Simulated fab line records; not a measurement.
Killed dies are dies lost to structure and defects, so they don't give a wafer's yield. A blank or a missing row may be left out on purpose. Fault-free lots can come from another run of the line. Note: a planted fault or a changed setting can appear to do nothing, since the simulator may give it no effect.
Comparing a struck lot with a sound one | flow nandHarc | 15 out of 1159 route steps
Sound: the wafers L388.2, L388.4, L388.5. Struck: wafers L396.2, L396.5, L396.6. At the end, the cause is stated.
Per side, at each step with rows, come the tool, then ch with its chambers, and then its first start. Under that, the readings that differ: sound wafers | struck wafers | difference of the means | sigmas: that difference in standard deviations of wafers without a fault.
alike: same words and numbers on both sides, and readings whose means sit less than 2 such deviations apart. not compared: any withheld reading, any reading some wafer has no value for, any bound like >300 that may hide the same value, and any number with overlapping values for which the record gives no deviation.
Wherever a step has rows on one side only, a row that says differs or no value, or a row with sigmas, the two part there. Numbers that don't overlap but have no deviation are shown without sigmas and don't part them. A reading that every wafer of one side lacks parts them only if that side has two wafers or more.

first, 3 steps without rows for these wafers: NHARC_THIN_TSV_DESCUM_14 (chemistry O2, time 3 s); NHARC_THIN_TSV_ETCH_44 (etches the open film in CF4/O2, target depth 1594.2 nm, time 797.1 s); NHARC_THIN_TSV_ETCH_15 (target depth 3000 nm, bosch target overetch cycles 2, bosch etch step 2.8 s).
NHARC_THIN_TSV_CD_MEAS_16:
  struck on cdSem-03, day 21 19:37; sound on cdSem-02, day 19 03:10
  alike: cdNm
NHARC_THIN_TSV_STRIP_45: strips in O2.
  sound on plasmaAsher-02 ch 1, day 19 03:14; struck on plasmaAsher-02 ch 0,1, day 21 19:45
  alike: drypumpMotorCurrentA, heaterPowerW
  not compared: rfHoursCounterH
then, 1 step without rows for these wafers: NHARC_THIN_TSV_STRIP_46 (strips in post etch residue remover, time 1200 s).
NHARC_THIN_TSV_DEP_47: deposits SiO2, target thk 200 nm.
  sound on pecvd-04 ch 0,2, day 19 04:05; struck on pecvd-03 ch 1,2, day 21 20:51
  alike: throttleValvePct
then, 1 step without rows for these wafers: NHARC_THIN_TSV_ETCHBACK_48 (etches the open film in C4F8/Ar, target depth 1028.5 nm, time 405.17 s).
NHARC_THIN_TSV_STRIP_62: strips in N2/H2, time 20 s.
  sound on plasmaAsher-01 ch 0, day 19 04:47; struck on plasmaAsher-01 ch 0,1, day 21 21:32
  alike: drypumpMotorCurrentA, heaterPowerW
  not compared: rfHoursCounterH
NHARC_THIN_TSV_DEGAS_49: time 120 s.
  struck on pvdSputter-01, day 21 21:43; sound on pvdSputter-02, day 19 04:58
  alike: heaterPowerW
then, 1 step without rows for these wafers: NHARC_THIN_TSV_PRE_CLEAN_50 (time 30 s).
NHARC_THIN_TSV_PVD_19: deposits TaN, target thk 20 nm.
  sound on pvdSputter-02; struck on pvdSputter-01
  alike: chamberPressurePa, throttleValvePct
NHARC_THIN_TSV_PVD_51: deposits Cu, target thk 100 nm.
  struck on pvdSputter-01, day 21 22:01; sound on pvdSputter-02, day 19 05:22
  no value came back on the struck wafers for chamberPressurePa (Pa), throttleValvePct (%); on the sound wafers chamberPressurePa (Pa) reads 5.004 5.018 5.010
then, 1 step without rows for these wafers: NHARC_THIN_TSV_ECD_20 (material Cu, target thk 2000 nm).
NHARC_END_SORT_01:
  sound on prober-02 ch 0, day 20 00:34; struck on prober-02 ch 0, day 22 09:04
reading                | sound          | struck         | difference | sigmas
defectLimitedYield (%) | 95.6 96.3 95.4 | 0 0 0          | -96        | -68
killedAtOther          | 0 1 0          | 625 622 635    | +627       | +99 or more
killedAtPeriphery      | 0 2 2          | 7 4 9          | +5         | +2
killedDies             | 30 25 31       | 677 677 677    | +648       | +68
sort_bin_2_pct (%)     | 1.5 1.0 1.2    | 93.6 94.8 95.3 | +93.3      | +99 or more
sort_bin_3_pct (%)     | 0.15 0.15 0    | 0.30 0.59 0.74 | +0.44      | +2
sort_bin_4_pct (%)     | 2.8 2.5 3.4    | 6.1 4.6 4.0    | +2.0       | +2
sortNPass              | 647 652 646    | 0 0 0          | -648       | -68
sortRimYieldPct (%)    | 92 96 92       | 0 0 0          | -93        | -31
sortYieldPct (%)       | 95.6 96.3 95.4 | 0 0 0          | -96        | -68
  alike: killedAtArray, killedOpen, killedShort

WHERE THEY PART
Last at NHARC_END_SORT_01 as far as this record goes, first at NHARC_THIN_TSV_PVD_51.

WHY: the cause the simulator had injected
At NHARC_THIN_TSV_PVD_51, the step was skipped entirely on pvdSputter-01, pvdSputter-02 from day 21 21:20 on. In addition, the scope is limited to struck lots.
